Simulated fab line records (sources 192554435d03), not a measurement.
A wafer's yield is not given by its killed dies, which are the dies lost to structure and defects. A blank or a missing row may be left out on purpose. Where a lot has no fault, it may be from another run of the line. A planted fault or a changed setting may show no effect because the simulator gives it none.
Matching of chambers | flow n5Finfet | N5_HKMG_FIN_ETCH_55 on rieDiel-01: 4 sister chambers
The step etches SOC in N2/H2, target depth 240 nm, time 300 s. 4 wafers are shown with their chamber, then 10 later ones without.

== WAFERS, EACH WITH ITS CHAMBER ==
wafer  | chamber | drypumpMotorCurrentA (A)
L087.4 | 0       | 5.6
L087.6 | 2       | 6.1
L088.2 | 3       | 5.1
L088.3 | 1       | 5.9

== WAFERS MISSING THEIR CHAMBER ==
wafer  | drypumpMotorCurrentA (A)
L088.6 | 5.9
L092.1 | 5.9
L092.3 | 5.1
L092.4 | 6.1
L094.3 | 6.0
L094.4 | 5.9
L094.6 | 5.5
L096.2 | 6.1
L096.3 | 5.1
L096.5 | 5.1

== CHAMBER TAKEN BY EACH ==
wafer  | from the rows above     | in truth
L088.6 | 1                       | 1
L092.1 | 1                       | 1
L092.3 | 3                       | 3
L092.4 | 2                       | 2
L094.3 | can't be placed: 1 or 2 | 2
L094.4 | 1                       | 1
L094.6 | 0                       | 0
L096.2 | 2                       | 2
L096.3 | 3                       | 3
L096.5 | 3                       | 3
Correctly placed: 9 of 10. Not placeable from these rows: 1 (in 1, the candidates include the true chamber). Wrongly placed: 0.
How it was worked out, from the rows above alone: a wafer's distance from a chamber is the root of the sum, over the readings, of the square of ((its reading less the chamber's mean) divided by the reading's scatter). If the next closest chamber is less than 2 further off than the closest, the wafer can't be placed; otherwise it belongs to the closest. A chamber's mean is the mean of its shown wafers. The scatter: with one shown wafer a chamber, the root of the mean of the squares of how far each hidden wafer lies from its nearest shown one.
